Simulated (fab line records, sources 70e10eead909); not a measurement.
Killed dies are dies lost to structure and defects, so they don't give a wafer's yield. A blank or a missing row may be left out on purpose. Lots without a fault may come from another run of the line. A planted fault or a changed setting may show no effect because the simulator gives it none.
Chamber matching | flow nand_harc | NHARC_A_STAIRCASE_TRIM_12 on rie_diel-04: 4 sister chambers
The step chemistry O2, time 211.2 s. 8 wafers are shown with their chamber, then 9 later ones without.

WAFERS WITH THEIR CHAMBER
wafer  | chamber | drypump_motor_current_A (A) | showerhead_plenum_p_Torr (Torr)
L081.5 | 2       | 5.8                         | 3.45
L086.3 | 3       | 6.2                         | 3.59
L086.4 | 2       | 5.8                         | 3.44
L088.4 | 3       | 6.2                         | 3.58
L088.5 | 0       | 4.6                         | 3.75
L091.3 | 1       | 5.0                         | 3.29
L091.4 | 0       | 4.7                         | 3.74
L091.6 | 1       | 5.0                         | 3.29

WAFERS WITHOUT THEIR CHAMBER
wafer  | drypump_motor_current_A (A) | showerhead_plenum_p_Torr (Torr)
L094.4 | 5.0                         | 3.29
L094.5 | 4.9                         | 3.29
L094.6 | 4.6                         | 3.74
L093.3 | 4.9                         | 3.29
L093.5 | 4.9                         | 3.29
L093.6 | 4.6                         | 3.74
L095.1 | 6.2                         | 3.57
L095.2 | 4.9                         | 3.29
L095.5 | 6.2                         | 3.57

WHICH CHAMBER EACH WENT THROUGH
wafer  | from the rows above | in truth
L094.4 | 1                   | 1
L094.5 | 1                   | 1
L094.6 | 0                   | 0
L093.3 | 1                   | 1
L093.5 | 1                   | 1
L093.6 | 0                   | 0
L095.1 | 3                   | 3
L095.2 | 1                   | 1
L095.5 | 3                   | 3
Placed correctly: 9 of 9. Can't be placed from these rows: 0. Placed wrongly: 0.
How it was worked out, from the rows above alone: a wafer's distance from a chamber is the root of the sum, over the readings, of the square of ((its reading less the chamber's mean) divided by the reading's scatter). The wafer belongs to the nearest chamber; if the next one is less than 2 further off, it can't be placed. A chamber's mean is the mean of its shown wafers. The scatter: the root of (the sum of the squares of (reading less its chamber's mean) over the shown wafers, divided by (wafers less chambers)).
